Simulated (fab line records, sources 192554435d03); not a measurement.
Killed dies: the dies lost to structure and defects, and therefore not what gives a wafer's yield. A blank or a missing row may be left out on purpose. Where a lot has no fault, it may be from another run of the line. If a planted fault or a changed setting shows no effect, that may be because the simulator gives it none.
What tool caused it? | flow n5Finfet | 11 lots, 33 wafers sampled, at 3 steps of a route of 1938

WHAT EACH GAUGE READ, for each wafer
N5_MIM_BOT_LITHO_CD_MEAS_08: the cd target is 3000 nm.
lot  | measured     | on       | cdNm (nm)
L879 | day 13 09:59 | cdSem-03 | 2998.5 2999.1 3001.9
L881 | day 14 01:51 | cdSem-02 | 2999.8 2997.8 2997.3
L882 | day 14 16:58 | cdSem-02 | 3000.7 2999.0 2999.2
L880 | day 14 19:26 | cdSem-02 | 3000.8 2998.9 3001.6
L884 | day 15 07:57 | cdSem-01 | 3001.9 2999.3 3001.8
L885 | day 15 18:03 | cdSem-01 | 2998.8 2998.4 3001.5
L888 | day 16 12:04 | cdSem-01 | 3007.9 3005.4 3007.8
L892 | day 17 00:05 | cdSem-02 | 3008.5 3007.6 3008.7
L900 | day 19 10:04 | cdSem-02 | 2999.7 3001.5 2999.5
L901 | day 19 18:49 | cdSem-02 | 2998.8 2997.9 2998.2
L902 | day 19 18:52 | cdSem-01 | 2997.8 2997.8 2998.2

TOOL THAT RAN EACH LOT (tool first, then ch and the chambers of the sampled wafers, then the start)
lot  | N5_MIM_TOP_DEGAS_04         | N5_MIM_BOT_LITHO_DEVELOP_07
L879 | pvdSputter-02, day 13 08:25 | lithoTrack-01 ch 0, day 13 09:52
L881 | pvdSputter-02, day 14 00:29 | lithoTrack-05 ch 0, day 14 01:44
L882 | pvdSputter-03, day 14 15:40 | lithoTrack-01 ch 0, day 14 16:50
L880 | pvdSputter-01, day 14 18:00 | lithoTrack-05 ch 0, day 14 19:19
L884 | pvdSputter-03, day 15 06:47 | lithoTrack-01 ch 0, day 15 07:50
L885 | pvdSputter-01, day 15 16:30 | lithoTrack-05 ch 0, day 15 17:56
L888 | pvdSputter-01, day 16 10:44 | lithoTrack-05 ch 0, day 16 11:57
L892 | pvdSputter-01, day 16 22:41 | lithoTrack-05 ch 0, day 16 23:59
L900 | pvdSputter-03, day 19 08:26 | lithoTrack-01 ch 0, day 19 09:56
L901 | pvdSputter-03, day 19 17:20 | lithoTrack-02 ch 0, day 19 18:42
L902 | pvdSputter-03, day 19 17:27 | lithoTrack-02 ch 0, day 19 18:44
- N5_MIM_TOP_DEGAS_04: time 60 s.
- N5_MIM_BOT_LITHO_DEVELOP_07: develop time 60 s.

AS READ BY THE TOOLS THEMSELVES (means over the sampled wafers that have a number; for cases with no such wafer, the mark the record gives instead)
N5_MIM_TOP_DEGAS_04.
lot  | tool          | heaterPowerW (W)
L879 | pvdSputter-02 | 475
L881 | pvdSputter-02 | 409
L882 | pvdSputter-03 | 379
L880 | pvdSputter-01 | 449
L884 | pvdSputter-03 | 424
L885 | pvdSputter-01 | 479
L888 | pvdSputter-01 | 489
L892 | pvdSputter-01 | 447
L900 | pvdSputter-03 | 384
L901 | pvdSputter-03 | 407
L902 | pvdSputter-03 | 415

THE ANSWER, worked out from the rows above alone
Rule: the usual values come from the lots themselves. The widest of any qualifying gaps counts: lots, ordered by their means at a reading, are off when they make up no more than a third of the lots, leave a main group of 4 or more, and stand apart from it by 3 or more times the standard deviation of that group's means. If all means in a main group match to the digits the tables above print for the reading, that group is not used. Also off: a lot with no number at a reading for which 4 or more lots have one. All remaining lots with rows at the step are treated as sound. The gauges are gone through in route order, then the tools' own readings, and for those a lot's mean is taken as printed above. The first step at which some lot is off is used, and at that step the reading that is off furthest; a lot without a number counts as furthest.
Off: L888, L892, at N5_MIM_BOT_LITHO_CD_MEAS_08 (cdNm). The main group has a mean of 2999.5 nm with a standard deviation of 1.
If a tool, at a process step before that reading, ran all the lots that are off and no sound lot after the first of them, it fits. The gauges at N5_MIM_BOT_LITHO_CD_MEAS_08 are tried like those tools. Undecided on this evidence; 2 tools fit (pvdSputter-01 at N5_MIM_TOP_DEGAS_04, lithoTrack-05 at N5_MIM_BOT_LITHO_DEVELOP_07).

WHAT THE SIMULATOR HAD INSERTED
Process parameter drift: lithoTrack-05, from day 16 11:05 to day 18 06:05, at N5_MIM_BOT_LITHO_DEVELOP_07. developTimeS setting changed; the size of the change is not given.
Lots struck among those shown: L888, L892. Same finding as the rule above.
